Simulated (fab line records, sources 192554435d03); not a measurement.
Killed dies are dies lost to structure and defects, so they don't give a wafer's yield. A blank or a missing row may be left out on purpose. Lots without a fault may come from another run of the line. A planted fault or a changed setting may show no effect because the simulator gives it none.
Split-lot experiment | flow n5_finfet | 7 lots, 39 wafers read, on a route of 1938 steps

THE SPLIT
At N5_BEOL_M0_SAQP_HM_DEP_02 (deposits TiN, target thk 12 nm), the setting target_thk_a was moved away from the recipe's 120 angstrom on 15 of the 39 wafers read, by -27.0% to +58.7%. The other wafers ran this setting at the recipe's value.

The reading is taken at the split's own step.

THE READING
TiN_of_BEOL_M0_SAQP_HM_DEP_02.thk_nm (the simulator's own value, which no gauge read), in nm, at N5_BEOL_M0_SAQP_HM_DEP_02 (deposits TiN, target thk 12 nm). The file gives no usual value for it. The 24 wafers here that ran the recipe average 12.0 nm, standard deviation 0.14 nm.

wafer  | tool, chamber at the split | target_thk_a as run, angstrom | against the recipe | TiN_of_BEOL_M0_SAQP_HM_DEP_02.thk_nm, nm | against lot-mates on the recipe
L074.1 | pvd_sputter-01, -          | 120                           | recipe             | 11.8                                     | -
L074.2 | pvd_sputter-01, -          | 120                           | recipe             | 11.8                                     | -
L074.3 | pvd_sputter-01, -          | 120                           | recipe             | 12                                       | -
L074.4 | pvd_sputter-01, -          | 120                           | recipe             | 12                                       | -
L074.5 | pvd_sputter-01, -          | 120                           | recipe             | 12                                       | -
L074.6 | pvd_sputter-01, -          | 120                           | recipe             | 12                                       | -
L076.1 | pvd_sputter-02, -          | 163.1                         | +35.9%             | 16.2                                     | +4.3
L076.2 | pvd_sputter-02, -          | 163.1                         | +35.9%             | 16.2                                     | +4.3
L076.3 | pvd_sputter-02, -          | 163.1                         | +35.9%             | 16.2                                     | +4.3
L076.4 | pvd_sputter-02, -          | 120                           | recipe             | 11.8                                     | -
L076.5 | pvd_sputter-02, -          | 120                           | recipe             | 11.8                                     | -
L076.6 | pvd_sputter-02, -          | 120                           | recipe             | 12                                       | -
L081.1 | pvd_sputter-01, -          | 120                           | recipe             | 12                                       | -
L081.2 | pvd_sputter-01, -          | 120                           | recipe             | 12                                       | -
L081.3 | pvd_sputter-01, -          | 120                           | recipe             | 12                                       | -
L081.4 | pvd_sputter-01, -          | 90.35                         | -24.7%             | 9                                        | -3.0
L081.5 | pvd_sputter-01, -          | 90.35                         | -24.7%             | 9                                        | -3.0
L081.6 | pvd_sputter-01, -          | 90.35                         | -24.7%             | 9                                        | -3.0
L086.1 | pvd_sputter-03, -          | 120                           | recipe             | 12                                       | -
L086.6 | pvd_sputter-03, -          | 120                           | recipe             | 12                                       | -
L086.2 | pvd_sputter-03, -          | 168.2                         | +40.2%             | 17                                       | +4.9
L086.3 | pvd_sputter-03, -          | 168.2                         | +40.2%             | 17                                       | +4.9
L086.4 | pvd_sputter-03, -          | 168.2                         | +40.2%             | 16.6                                     | +4.5
L086.5 | pvd_sputter-03, -          | 120                           | recipe             | 12.2                                     | -
L087.1 | pvd_sputter-02, -          | 120                           | recipe             | 12.2                                     | -
L087.2 | pvd_sputter-02, -          | 87.57                         | -27.0%             | 8.8                                      | -3.1
L087.3 | pvd_sputter-02, -          | 87.57                         | -27.0%             | 8.6                                      | -3.3
L087.6 | pvd_sputter-02, -          | 87.57                         | -27.0%             | 8.6                                      | -3.3
L087.4 | pvd_sputter-02, -          | 120                           | recipe             | 11.8                                     | -
L087.5 | pvd_sputter-02, -          | 120                           | recipe             | 11.8                                     | -
L089.1 | pvd_sputter-03, -          | 120                           | recipe             | 12.2                                     | -
L089.4 | pvd_sputter-03, -          | 120                           | recipe             | 12                                       | -
L089.6 | pvd_sputter-03, -          | 120                           | recipe             | 12                                       | -
L092.1 | pvd_sputter-03, -          | 190.4                         | +58.7%             | 19                                       | +7.1
L092.6 | pvd_sputter-03, -          | 190.4                         | +58.7%             | 19                                       | +7.1
L092.2 | pvd_sputter-03, -          | 190.4                         | +58.7%             | 18.8                                     | +6.9
L092.3 | pvd_sputter-03, -          | 120                           | recipe             | 11.6                                     | -
L092.4 | pvd_sputter-03, -          | 120                           | recipe             | 12                                       | -
L092.5 | pvd_sputter-03, -          | 120                           | recipe             | 12                                       | -

THE FIT
A straight line over all 39 wafers: TiN_of_BEOL_M0_SAQP_HM_DEP_02.thk_nm changes by +0.12 nm for each +1% of target_thk_a; r = +1.00; the points scatter about the line by 0.14 nm.
The same after taking each lot's own level away (the mean of its wafers on the recipe; 39 wafers): +0.12 nm for each +1%; r = +1.00; scatter 0.12 nm.
On that fit, the largest move of target_thk_a shifts the reading by 7.1 nm.
The lots' own levels span 11.87 to 12.07 nm, that is 1.4 times the standard deviation above.
So the lot-to-lot level changes the slope little: the two slopes agree.
Check: with one of the wafers moved furthest among these (+58.7%) left out of the fit, the line predicts +7.05 nm for it against its lot-mates. It came out at +7.13 nm against them.

OTHER SPLITS ON THESE WAFERS
These wafers also went through other splits before the reading. Each is held against what the fit with the lots' levels taken away leaves over:
other split on the same wafers                    | wafers away from the commonest value | r with TiN_of_BEOL_M0_SAQP_HM_DEP_02.thk_nm (lot level and that fit taken away)
N5_PMOS_HMC_CHANNEL_EPI_DEVELOP_08 develop_time_s | 12                                   | +0.15
N5_DUMMY_GATE_ETCH_31 target_depth_a              | 18                                   | -0.20
N5_SD_EPI_N_DESCUM_14 time_s                      | 12                                   | +0.13

THE FILE'S OWN FIT
TiN_of_BEOL_M0_SAQP_HM_DEP_02.thk_nm changes by +0.12 nm for each +1% of target_thk_a, r = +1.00.
